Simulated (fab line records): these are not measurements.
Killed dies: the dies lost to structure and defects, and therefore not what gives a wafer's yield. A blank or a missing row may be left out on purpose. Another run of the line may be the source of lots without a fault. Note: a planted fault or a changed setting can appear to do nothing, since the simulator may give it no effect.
fab line records	flow n5-finfet
record: lots: 24	wafers: 72	last-day: 18
route steps=1938 shown BEOL_M14@1764 BEOL_M15@1773
lots that met no fault: taken from a fault-free run of the same line
start-h: hours from the record's opening day to when the first of the lot's shown wafers began	wait-h: hours from the lot's prior step to this one	" repeats the value in the row above	L1.1+2: a single row standing in for several wafers	- no value, or no start given	* or withheld: withheld	< > ~ a bound
route shown NAME@n: NAME is a module with steps in the file, n the number in the route of the first one	usual: mean/standard deviation of fault-free wafers	same: alike in all rows	chamber/n: place in a boat	sites: each site's reading	_std_site: the standard deviation of these	_edge_site: the outer-site mean with the inner-site mean subtracted	radius-mm: for every site, how far away it sits from the centre of the wafer	mask NAME#n: copy n	behind: the tool/chamber that last shaped the wafer	hold: why the lot was held/for how many hours/how that ended	device: whichever transistor did not switch (one of n, p or np)	end of line: the same wafers' tests at the end of the route	where a step has no rows: the recipe by itself	killed: count of dies lost to structure and defects at first sort (not the wafer's yield)	map: the dies of a wafer, with x for killed, . for not killed, _ for no die there
set.NAME: the setting the step ran with; set.NAME@STEP: the setting that earlier step ran with	model.NAME: the simulator's own value behind a step, which no gauge read
steps of the route over a sample of lots; a table a step, a row a wafer
services: the hour from which a tool's chamber was out of use, counted from the record's first day as start-h (under 0 if before that day), plus the number of hours and why
== steps ==
step: N5_BEOL_M14_SPUTTER_45
recipe: material: Cu	target-thk-a: 1000	temp-c: -20	bias-v: 60	power-w: 26000	chamber-pressure-pa: 0.13	time-s: 16.67
usual: chuck-gas-flow-sccm: 1.26/0.049	throttle-valve-pct: 29.8/0.87
same: time-s: 16.67
lot.wafer	tool	chamber	start-h	wait-h	chuck-gas-flow-sccm	throttle-valve-pct
L074.3	pvd-sputter-02	-	257.15	0.0	1.30	30.8
L074.4	"	-	"	"	1.23	29.8
L074.5	"	-	"	"	1.19	28.2
L076.2	pvd-sputter-02	-	274.72	0.0	1.19	29.9
L076.4	"	-	"	"	1.28	28.4
L076.5	"	-	"	"	1.20	30.1
L078.1	pvd-sputter-03	-	280.70	0.0	1.23	28.5
L078.2	"	-	"	"	1.22	29.4
L078.4	"	-	"	"	1.17	29.1
L075.3	pvd-sputter-03	-	284.26	0.0	1.31	30.7
L075.4	"	-	"	"	1.29	29.5
L075.6	"	-	"	"	1.35	29.3
L081.2	pvd-sputter-01	-	285.22	0.0	1.25	30.5
L081.4	"	-	"	"	1.29	30.4
L081.6	"	-	"	"	1.30	30.4
L077.4	pvd-sputter-02	-	288.86	0.0	1.17	30.0
L077.5	"	-	"	"	1.23	28.1
L077.6	"	-	"	"	1.26	30.8
L080.2	pvd-sputter-01	-	294.74	0.0	1.29	30.3
L080.5	"	-	"	"	1.26	30.6
L080.6	"	-	"	"	1.24	30.3
L079.1	pvd-sputter-01	-	301.66	0.0	1.28	30.3
L079.5	"	-	"	"	1.26	30.4
L079.6	"	-	"	"	1.23	30.4
L083.1	pvd-sputter-02	-	321.42	0.0	1.21	28.2
L083.2	"	-	"	"	1.21	30.1
L083.5	"	-	"	"	1.26	30.0
L084.1	pvd-sputter-01	-	321.99	0.0	1.24	31.0
L084.4	"	-	"	"	1.27	30.5
L084.5	"	-	"	"	1.25	30.4
L086.3	pvd-sputter-03	-	325.24	0.0	1.29	29.5
L086.4	"	-	"	"	1.22	29.3
L086.5	"	-	"	"	1.22	29.0
L082.2	pvd-sputter-03	-	330.81	0.0	1.18	29.6
L082.3	"	-	"	"	1.24	29.2
L082.4	"	-	"	"	1.32	30.8
L088.1	pvd-sputter-02	-	330.91	0.0	1.22	28.4
L088.2	"	-	"	"	1.40	29.9
L088.3	"	-	"	"	1.33	30.2
L085.2	pvd-sputter-03	-	336.47	0.0	1.29	30.7
L085.4	"	-	"	"	1.23	28.6
L085.5	"	-	"	"	1.24	28.9
L087.2	pvd-sputter-01	-	344.86	0.0	1.31	30.9
L087.4	"	-	"	"	1.24	30.3
L087.5	"	-	"	"	1.15	30.8
L089.4	pvd-sputter-03	-	347.00	0.0	1.25	28.8
L089.5	"	-	"	"	1.24	28.7
L089.6	"	-	"	"	1.23	30.7
L090.2	pvd-sputter-03	-	347.62	0.0	1.25	29.3
L090.3	"	-	"	"	1.21	31.3
L090.6	"	-	"	"	1.26	31.0
L091.1	pvd-sputter-03	-	361.55	0.0	1.31	29.1
L091.3	"	-	"	"	1.22	28.5
L091.6	"	-	"	"	1.27	29.2
L092.1	pvd-sputter-01	-	370.65	0.0	1.31	30.5
L092.4	"	-	"	"	1.24	31.0
L092.5	"	-	"	"	1.23	30.5
L093.2	pvd-sputter-02	-	385.13	0.0	1.26	29.9
L093.3	"	-	"	"	1.21	30.9
L093.6	"	-	"	"	1.35	29.8
L097.2	pvd-sputter-03	-	392.45	0.0	1.20	28.7
L097.3	"	-	"	"	1.24	29.0
L097.5	"	-	"	"	1.25	29.3
L094.1	pvd-sputter-03	-	400.73	0.0	1.23	31.0
L094.4	"	-	"	"	1.35	29.3
L094.5	"	-	"	"	1.20	29.3
L096.1	pvd-sputter-03	-	401.13	0.0	1.33	30.9
L096.3	"	-	"	"	1.21	29.0
L096.6	"	-	"	"	1.25	31.0
L095.1	pvd-sputter-03	-	420.01	0.0	1.31	31.0
L095.3	"	-	"	"	1.26	29.5
L095.5	"	-	"	"	1.28	30.8
step: N5_BEOL_M14_ANNEAL_48
recipe: temp-c: 225	time-s: 90	ambient: N2
usual: wafer_temp_C_max: 226.3/0.35
same: time-s: 90
lot.wafer	tool	chamber	start-h	wait-h	wafer_temp_C_max
L074.3	rtp-anneal-01	0	257.54	0.2	226.7
L074.4	"	0	"	"	226.0
L074.5	"	0	"	"	226.7
L076.2	rtp-anneal-02	0	275.07	0.2	225.8
L076.4	"	0	"	"	226.2
L076.5	"	0	"	"	225.9
L078.1	rtp-anneal-02	0	281.01	0.1	226.9
L078.2	"	0	"	"	225.9
L078.4	"	0	"	"	226.1
L075.3	rtp-anneal-01	0	284.78	0.3	226.4
L075.4	"	0	"	"	226.4
L075.6	"	0	"	"	226.5
L081.2	rtp-anneal-02	0	285.60	0.2	226.4
L081.4	"	0	"	"	226.0
L081.6	"	0	"	"	226.3
L077.4	rtp-anneal-01	0	289.30	0.2	226.6
L077.5	"	0	"	"	226.2
L077.6	"	0	"	"	226.5
L080.2	rtp-anneal-01	0	295.11	0.2	226.4
L080.5	"	0	"	"	226.0
L080.6	"	0	"	"	226.6
L079.1	rtp-anneal-02	0	302.81	1.0	225.9
L079.5	"	0	"	"	225.9
L079.6	"	0	"	"	225.7
L083.1	rtp-anneal-02	0	322.21	0.6	225.9
L083.2	"	0	"	"	226.0
L083.5	"	0	"	"	226.0
L084.1	rtp-anneal-01	0	323.95	1.8	226.4
L084.4	"	0	"	"	227.3
L084.5	"	0	"	"	226.2
L086.3	rtp-anneal-01	0	325.93	0.5	226.9
L086.4	"	0	"	"	226.8
L086.5	"	0	"	"	226.6
L082.2	rtp-anneal-02	0	331.16	0.2	226.0
L082.3	"	0	"	"	226.6
L082.4	"	0	"	"	226.5
L088.1	rtp-anneal-01	0	331.28	0.2	226.4
L088.2	"	0	"	"	226.6
L088.3	"	0	"	"	226.6
L085.2	rtp-anneal-02	0	336.82	0.2	226.3
L085.4	"	0	"	"	225.8
L085.5	"	0	"	"	226.0
L087.2	rtp-anneal-01	0	345.70	0.7	226.9
L087.4	"	0	"	"	226.8
L087.5	"	0	"	"	226.9
L089.4	rtp-anneal-01	0	348.34	1.1	226.2
L089.5	"	0	"	"	226.1
L089.6	"	0	"	"	226.6
L090.2	rtp-anneal-01	0	348.52	0.7	226.6
L090.3	"	0	"	"	226.7
L090.6	"	0	"	"	226.4
L091.1	rtp-anneal-02	0	361.85	0.1	226.0
L091.3	"	0	"	"	226.1
L091.6	"	0	"	"	225.7
L092.1	rtp-anneal-02	0	371.27	0.4	226.1
L092.4	"	0	"	"	226.1
L092.5	"	0	"	"	225.9
L093.2	rtp-anneal-02	0	386.12	0.8	226.1
L093.3	"	0	"	"	226.4
L093.6	"	0	"	"	226.0
L097.2	rtp-anneal-01	0	392.80	0.2	226.3
L097.3	"	0	"	"	226.3
L097.5	"	0	"	"	226.4
L094.1	rtp-anneal-01	0	401.04	0.1	226.1
L094.4	"	0	"	"	227.0
L094.5	"	0	"	"	226.5
L096.1	rtp-anneal-02	0	401.75	0.4	226.2
L096.3	"	0	"	"	226.2
L096.6	"	0	"	"	226.0
L095.1	rtp-anneal-01	0	421.24	1.1	226.2
L095.3	"	0	"	"	226.2
L095.5	"	0	"	"	226.9
step: N5_BEOL_M14_THK_MEAS_50
recipe: thk-meas-gauge: xrf	reads: Cu_of_BEOL_M14_ECD_47
usual: M14_THK: 564/18
lot.wafer	tool	chamber	start-h	wait-h	M14_THK[nm]
L074.3	film-metro-02	-	258.05	-	532
L074.4	"	-	"	"	527
L074.5	"	-	"	"	555
L076.2	film-metro-02	-	275.62	-	578
L076.4	"	-	"	"	582
L076.5	"	-	"	"	576
L078.1	film-metro-02	-	281.60	-	566
L078.2	"	-	"	"	570
L078.4	"	-	"	"	566
L075.3	film-metro-02	-	285.28	-	550
L075.4	"	-	"	"	552
L075.6	"	-	"	"	554
L081.2	film-metro-01	-	286.14	-	599
L081.4	"	-	"	"	564
L081.6	"	-	"	"	568
L077.4	film-metro-02	-	289.76	-	544
L077.5	"	-	"	"	587
L077.6	"	-	"	"	556
L080.2	film-metro-02	-	295.66	-	574
L080.5	"	-	"	"	566
L080.6	"	-	"	"	557
L079.1	film-metro-02	-	303.42	-	564
L079.5	"	-	"	"	555
L079.6	"	-	"	"	557
L083.1	film-metro-01	-	323.07	-	571
L083.2	"	-	"	"	563
L083.5	"	-	"	"	543
L084.1	film-metro-02	-	324.54	-	589
L084.4	"	-	"	"	599
L084.5	"	-	"	"	591
L086.3	film-metro-02	-	326.45	-	557
L086.4	"	-	"	"	578
L086.5	"	-	"	"	560
L082.2	film-metro-02	-	331.72	-	591
L082.3	"	-	"	"	587
L082.4	"	-	"	"	547
L088.1	film-metro-01	-	331.88	-	551
L088.2	"	-	"	"	559
L088.3	"	-	"	"	585
L085.2	film-metro-02	-	337.37	-	554
L085.4	"	-	"	"	558
L085.5	"	-	"	"	534
L087.2	film-metro-02	-	346.25	-	525
L087.4	"	-	"	"	561
L087.5	"	-	"	"	555
L089.4	film-metro-02	-	348.80	-	584
L089.5	"	-	"	"	562
L089.6	"	-	"	"	558
L090.2	film-metro-02	-	349.08	-	594
L090.3	"	-	"	"	542
L090.6	"	-	"	"	555
L091.1	film-metro-02	-	362.45	-	555
L091.3	"	-	"	"	600
L091.6	"	-	"	"	555
L092.1	film-metro-01	-	371.86	-	595
L092.4	"	-	"	"	548
L092.5	"	-	"	"	559
L093.2	film-metro-02	-	386.67	-	565
L093.3	"	-	"	"	561
L093.6	"	-	"	"	565
L097.2	film-metro-02	-	393.35	-	571
L097.3	"	-	"	"	564
L097.5	"	-	"	"	567
L094.1	film-metro-02	-	401.63	-	576
L094.4	"	-	"	"	568
L094.5	"	-	"	"	555
L096.1	film-metro-01	-	402.34	-	564
L096.3	"	-	"	"	546
L096.6	"	-	"	"	547
L095.1	film-metro-02	-	421.83	-	600
L095.3	"	-	"	"	596
L095.5	"	-	"	"	593
step: N5_BEOL_M15_ILD_DEP_00
recipe: material: SiO2	target-thk-a: 16293	temp-c: 400	precursor: TEOS/O2	pressure-torr: 6.5	rf-w: 900	teos-flow-sccm: 161.4	gas: O2	flow-sccm: 2650	time-s: 346.1
usual: heater-power-w: 548/110	showerhead-plenum-p-Torr: 8.331/0.027	throttle-valve-pct: 19.0/1.4
same: time-s: 346.1
lot.wafer	tool	chamber	start-h	wait-h	heater-power-w	showerhead-plenum-p-Torr	throttle-valve-pct
L074.3	pecvd-01	1	258.24	0.0	593	8.335	21.0
L074.4	"	2	"	"	414	8.310	17.4
L074.5	"	0	"	"	531	8.291	21.1
L076.2	pecvd-01	2	275.81	0.0	537	8.322	17.6
L076.4	"	1	"	"	604	8.318	20.9
L076.5	"	2	"	"	414	8.307	17.4
L078.1	pecvd-01	0	281.79	0.0	574	8.308	21.4
L078.2	"	2	"	"	489	8.346	17.6
L078.4	"	2	"	"	404	8.314	17.8
L075.3	pecvd-02	1	285.48	0.0	516	8.343	18.6
L075.4	"	0	"	"	348	8.306	18.4
L075.6	"	1	"	"	405	8.321	18.9
L081.2	pecvd-02	0	286.34	0.0	428	8.300	18.3
L081.4	"	2	"	"	716	8.364	16.9
L081.6	"	1	"	"	550	8.316	18.6
L077.4	pecvd-01	0	290.06	0.1	528	8.280	21.6
L077.5	"	2	"	"	517	8.353	17.6
L077.6	"	1	"	"	474	8.315	20.7
L080.2	pecvd-02	2	295.85	0.0	712	8.360	17.4
L080.5	"	1	"	"	521	8.356	18.5
L080.6	"	2	"	"	585	8.362	17.1
L079.1	pecvd-01	1	303.61	0.0	559	8.350	21.1
L079.5	"	2	"	"	410	8.352	17.5
L079.6	"	1	"	"	641	8.342	20.6
L083.1	pecvd-03	0	323.27	0.0	677	8.290	19.9
L083.2	"	1	"	"	752	8.326	20.4
L083.5	"	2	"	"	592	8.327	18.1
L084.1	pecvd-02	1	324.74	0.0	470	8.360	18.8
L084.4	"	2	"	"	733	8.339	17.2
L084.5	"	0	"	"	354	8.315	18.3
L086.3	pecvd-01	2	326.64	0.0	504	8.336	17.6
L086.4	"	2	"	"	404	8.333	17.6
L086.5	"	0	"	"	524	8.314	21.5
L082.2	pecvd-01	2	331.91	0.0	507	8.334	17.7
L082.3	"	1	"	"	566	8.339	21.0
L082.4	"	1	"	"	462	8.344	20.5
L088.1	pecvd-02	0	332.07	0.0	371	8.336	18.3
L088.2	"	1	"	"	422	8.376	19.1
L088.3	"	2	"	"	626	8.359	17.5
L085.2	pecvd-02	1	337.56	0.0	433	8.367	18.5
L085.4	"	0	"	"	437	8.292	18.6
L085.5	"	1	"	"	495	8.332	18.5
L087.2	pecvd-03	0	346.44	0.0	608	8.307	19.9
L087.4	"	0	"	"	711	8.274	19.6
L087.5	"	1	"	"	602	8.327	20.3
L089.4	pecvd-03	0	349.10	0.1	560	8.294	19.7
L089.5	"	1	"	"	611	8.316	20.1
L089.6	"	2	"	"	640	8.330	18.5
L090.2	pecvd-03	2	349.27	0.0	614	8.360	18.1
L090.3	"	1	"	"	780	8.353	20.3
L090.6	"	0	"	"	576	8.284	19.4
L091.1	pecvd-01	0	362.64	0.0	605	8.321	21.1
L091.3	"	2	"	"	465	8.341	17.8
L091.6	"	0	"	"	680	8.293	21.4
L092.1	pecvd-01	1	372.05	0.0	553	8.348	20.8
L092.4	"	1	"	"	611	8.347	20.6
L092.5	"	2	"	"	415	8.356	17.8
L093.2	pecvd-02	0	386.86	0.0	423	8.292	18.4
L093.3	"	2	"	"	641	8.356	17.3
L093.6	"	0	"	"	488	8.304	18.7
L097.2	pecvd-02	2	393.54	0.0	658	8.361	17.6
L097.3	"	0	"	"	476	8.301	18.5
L097.5	"	0	"	"	350	8.302	18.3
L094.1	pecvd-02	1	401.85	0.0	516	8.343	18.9
L094.4	"	0	"	"	353	8.295	18.8
L094.5	"	2	"	"	584	8.356	17.6
L096.1	pecvd-02	0	402.56	0.0	403	8.320	18.7
L096.3	"	1	"	"	521	8.343	18.6
L096.6	"	0	"	"	471	8.312	18.7
L095.1	pecvd-02	0	422.02	0.0	430	8.312	18.5
L095.3	"	1	"	"	514	8.358	18.7
L095.5	"	2	"	"	726	8.365	17.4
step: N5_BEOL_M15_ETCH_59
recipe: chemistry: N2/H2	target: BARC	target-depth-a: 890	overetch-a: 267	time-s: 67.9	ion-energy-ev: 200	pressure-mtorr: 30	source-w: 840	bias-w: 150	n2-flow-sccm: 200	h2-flow-sccm: 200
usual: drypump-motor-current-A: 5.6/0.39	oes-product-au: 0.68/0.082	rf-vpp-V: 524.0/2.2	showerhead-plenum-p-Torr: 2.56/0.07	throttle-valve-pct: 17.94/0.28
same: time-s: 67.9
lot.wafer	tool	chamber	start-h	wait-h	drypump-motor-current-A	oes-product-au	rf-hours-counter-h	rf-vpp-V	showerhead-plenum-p-Torr	throttle-valve-pct
L074.3	rie-diel-04	2	259.29	0.0	5.6	0.68	103	525.7	2.67	17.76
L074.4	"	0	"	"	6.0	0.60	237	526.0	2.63	18.27
L074.5	"	1	"	"	5.7	0.59	-	523.1	2.53	18.57
L076.2	rie-diel-04	1	276.69	0.0	5.8	0.59	234	523.3	2.53	18.56
L076.4	"	0	"	"	6.0	0.60	242	525.0	2.63	18.28
L076.5	"	1	"	"	5.8	0.58	-	521.1	2.53	18.55
L078.1	rie-diel-03	0	282.57	0.0	5.6	0.76	38	523.2	2.48	17.52
L078.2	"	3	"	"	6.0	0.65	176	521.9	2.53	18.09
L078.4	"	1	"	"	4.9	0.74	42	521.3	2.49	17.97
L075.3	rie-diel-03	0	286.15	0.0	5.6	0.75	39	520.2	2.48	17.50
L075.4	"	1	"	"	4.9	0.74	43	522.0	2.49	17.96
L075.6	"	1	"	"	4.9	0.74	-	522.1	2.49	17.98
L081.2	rie-diel-03	0	287.03	0.0	5.6	0.75	39	520.9	2.48	17.50
L081.4	"	3	"	"	6.0	0.65	177	523.1	2.53	18.07
L081.6	"	3	"	"	6.0	0.64	-	523.2	2.53	18.09
L077.4	rie-diel-03	2	290.62	0.0	5.6	0.69	110	525.6	2.54	17.51
L077.5	"	0	"	"	5.5	0.76	-	521.2	2.48	17.50
L077.6	"	3	"	"	6.0	0.65	-	522.9	2.53	18.08
L080.2	rie-diel-02	3	296.69	0.0	5.1	0.80	8	522.8	2.51	17.65
L080.5	"	1	"	"	6.5	0.60	-	522.1	2.50	18.00
L080.6	"	2	"	"	5.4	0.62	-	526.8	2.62	17.65
L079.1	rie-diel-04	1	304.29	0.0	5.8	0.57	243	522.0	2.53	18.58
L079.5	"	3	"	"	5.2	0.58	-	525.5	2.63	18.16
L079.6	"	2	"	"	5.6	0.68	-	527.3	2.67	17.80
L083.1	rie-diel-04	2	324.07	0.0	5.6	0.66	126	527.3	2.66	17.82
L083.2	"	1	"	"	5.7	0.57	251	523.3	2.53	18.58
L083.5	"	3	"	"	5.2	0.58	-	526.7	2.63	18.19
L084.1	rie-diel-04	2	325.54	0.0	5.6	0.67	126	527.5	2.66	17.84
L084.4	"	1	"	"	5.8	0.58	-	522.1	2.52	18.60
L084.5	"	2	"	"	5.6	0.66	-	527.1	2.66	17.83
L086.3	rie-diel-02	0	327.51	0.0	5.6	0.65	146	521.2	2.45	18.07
L086.4	"	2	"	"	5.4	0.61	-	525.7	2.61	17.68
L086.5	"	3	"	"	5.1	0.78	-	522.4	2.50	17.69
L082.2	rie-diel-02	0	332.72	0.0	5.6	0.65	148	520.7	2.45	18.07
L082.3	"	2	"	"	5.4	0.60	210	525.4	2.61	17.67
L082.4	"	3	"	"	5.1	0.79	20	523.5	2.50	17.68
L088.1	rie-diel-04	0	332.88	0.0	6.0	0.84	1	528.3	2.62	17.93
L088.2	"	2	"	"	5.7	0.67	129	526.5	2.66	17.82
L088.3	"	3	"	"	5.2	0.57	247	524.9	2.62	18.18
L085.2	rie-diel-02	2	338.41	0.0	5.4	0.60	212	526.9	2.61	17.67
L085.4	"	3	"	"	5.1	0.78	22	523.2	2.50	17.68
L085.5	"	1	"	"	6.6	0.60	-	521.8	2.49	18.02
L087.2	rie-diel-04	2	347.12	0.0	5.6	0.65	135	524.7	2.66	17.84
L087.4	"	3	"	"	5.2	0.57	-	526.6	2.62	18.21
L087.5	"	2	"	"	5.6	0.66	-	527.8	2.66	17.84
L089.4	rie-diel-02	3	349.71	0.0	5.1	0.77	-	523.7	2.50	17.70
L089.5	"	2	"	"	5.4	0.60	-	525.8	2.61	17.69
L089.6	"	3	"	"	5.1	0.77	-	522.3	2.50	17.70
L090.2	rie-diel-04	0	350.08	0.0	6.0	0.81	8	524.2	2.62	17.95
L090.3	"	3	"	"	5.2	0.57	255	526.3	2.62	18.20
L090.6	"	0	"	"	6.0	0.81	-	524.8	2.62	17.94
L091.1	rie-diel-04	1	363.31	0.0	5.8	0.83	2	522.4	2.52	18.11
L091.3	"	0	"	"	6.0	0.79	13	526.2	2.62	17.95
L091.6	"	2	"	"	5.6	0.65	-	526.5	2.65	17.85
L092.1	rie-diel-04	2	373.11	0.0	5.6	0.65	144	526.0	2.65	17.85
L092.4	"	1	"	"	5.7	0.82	-	522.0	2.52	18.13
L092.5	"	0	"	"	6.0	0.78	-	525.6	2.62	17.95
L093.2	rie-diel-02	0	387.66	0.0	5.5	0.64	163	521.3	2.44	18.09
L093.3	"	2	"	"	5.4	0.59	231	526.5	2.60	17.71
L093.6	"	0	"	"	5.6	0.64	-	520.3	2.44	18.08
L097.2	rie-diel-03	1	394.34	0.0	4.9	0.71	70	521.2	2.48	18.02
L097.3	"	3	"	"	6.0	0.63	207	523.1	2.52	18.12
L097.5	"	3	"	"	6.0	0.63	-	524.8	2.52	18.13
L094.1	rie-diel-02	3	402.80	0.0	5.1	0.74	47	522.0	2.49	17.74
L094.4	"	0	"	"	5.5	0.64	168	521.1	2.44	18.10
L094.5	"	3	"	"	5.1	0.74	-	521.9	2.49	17.72
L096.1	rie-diel-02	3	403.57	0.0	5.1	0.74	47	520.6	2.49	17.72
L096.3	"	2	"	"	5.4	0.59	236	526.0	2.60	17.72
L096.6	"	3	"	"	5.1	0.74	-	523.1	2.49	17.73
L095.1	rie-diel-04	2	422.95	0.0	5.6	0.64	159	528.1	2.65	17.88
L095.3	"	3	"	"	5.2	0.81	13	525.8	2.62	17.69
L095.5	"	0	"	"	6.0	0.77	-	524.4	2.61	17.97
step: N5_BEOL_M15_CD_MEAS_28
recipe: target-cd-nm: 407.6	landing-energy-ev: 500	detector: se-inlens
usual: cd-nm: 407.7/2.6
lot.wafer	tool	chamber	start-h	wait-h	cd-nm
L074.3	cd-sem-02	0	260.75	-	408.5
L074.4	"	0	"	"	408.7
L074.5	"	0	"	"	404.5
L076.2	cd-sem-02	0	278.04	-	407.1
L076.4	"	0	"	"	409.5
L076.5	"	0	"	"	405.8
L078.1	cd-sem-01	0	284.04	-	408.3
L078.2	"	0	"	"	408.5
L078.4	"	0	"	"	407.6
L075.3	cd-sem-02	0	287.65	-	408.8
L075.4	"	0	"	"	408.1
L075.6	"	0	"	"	410.6
L081.2	cd-sem-02	0	288.52	-	410.3
L081.4	"	0	"	"	408.7
L081.6	"	0	"	"	408.0
L077.4	cd-sem-02	0	292.13	-	409.7
L077.5	"	0	"	"	407.6
L077.6	"	0	"	"	407.4
L080.2	cd-sem-01	0	298.15	-	408.2
L080.5	"	0	"	"	405.5
L080.6	"	0	"	"	408.5
L079.1	cd-sem-03	0	305.75	-	406.3
L079.5	"	0	"	"	408.9
L079.6	"	0	"	"	409.4
L083.1	cd-sem-01	0	325.53	-	410.2
L083.2	"	0	"	"	405.3
L083.5	"	0	"	"	402.8
L084.1	cd-sem-02	0	326.87	-	408.8
L084.4	"	0	"	"	406.8
L084.5	"	0	"	"	406.6
L086.3	cd-sem-02	0	328.87	-	410.1
L086.4	"	0	"	"	408.3
L086.5	"	0	"	"	406.9
L082.2	cd-sem-02	0	334.18	-	406.7
L082.3	"	0	"	"	407.1
L082.4	"	0	"	"	403.4
L088.1	cd-sem-01	0	334.54	-	404.9
L088.2	"	0	"	"	401.3
L088.3	"	0	"	"	403.5
L085.2	cd-sem-01	0	339.79	-	405.4
L085.4	"	0	"	"	409.0
L085.5	"	0	"	"	411.2
L087.2	cd-sem-03	0	348.63	-	408.5
L087.4	"	0	"	"	410.6
L087.5	"	0	"	"	413.0
L089.4	cd-sem-03	0	351.48	-	406.6
L089.5	"	0	"	"	406.4
L089.6	"	0	"	"	402.5
L090.2	cd-sem-02	0	351.67	-	405.9
L090.3	"	0	"	"	400.7
L090.6	"	0	"	"	405.2
L091.1	cd-sem-01	0	364.75	-	406.7
L091.3	"	0	"	"	407.9
L091.6	"	0	"	"	405.7
L092.1	cd-sem-02	0	374.45	-	406.0
L092.4	"	0	"	"	403.4
L092.5	"	0	"	"	405.2
L093.2	cd-sem-01	0	389.41	-	408.7
L093.3	"	0	"	"	410.1
L093.6	"	0	"	"	408.5
L097.2	cd-sem-02	0	395.82	-	411.2
L097.3	"	0	"	"	406.3
L097.5	"	0	"	"	407.4
L094.1	cd-sem-01	0	404.21	-	403.6
L094.4	"	0	"	"	406.7
L094.5	"	0	"	"	406.5
L096.1	cd-sem-03	0	405.05	-	404.4
L096.3	"	0	"	"	406.5
L096.6	"	0	"	"	408.9
L095.1	cd-sem-01	0	424.44	-	407.6
L095.3	"	0	"	"	409.5
L095.5	"	0	"	"	410.5
== services ==
tool	chamber	start-h	hours	kind
pecvd-02	0	237.10	5.5	scheduled-down
rtp-anneal-01	-	244.75	3.0	pm
pecvd-02	-	260.38	0.8	repair
pvd-sputter-01	-	302.54	1.3	repair
rie-diel-04	0	303.96	-	clean
rie-diel-04	0	303.96	-	consumable-replace:focus-ring
rie-diel-04	0	303.96	25.1	scheduled-down
rie-diel-04	0	303.96	25.1	vent-cycle
pecvd-03	-	325.45	6.0	pm
rie-diel-02	1	325.70	5.8	repair
pvd-sputter-01	-	331.05	9.3	repair
rie-diel-02	-	336.72	1.5	repair
rie-diel-02	0	338.68	16.4	repair
rtp-anneal-02	-	343.28	3.1	pm
rie-diel-02	1	345.34	5.4	repair
rie-diel-03	1	345.36	16.0	repair
pecvd-02	-	347.99	6.0	pm
rie-diel-03	0	377.86	4.7	repair
pvd-sputter-03	-	386.79	2.2	repair
pvd-sputter-02	-	391.45	3.8	repair
pecvd-03	2	400.10	4.0	repair
rie-diel-02	-	411.01	2.8	pm
pvd-sputter-01	-	412.00	0.5	repair
rie-diel-03	-	417.58	2.8	pm
== key ==
fault none
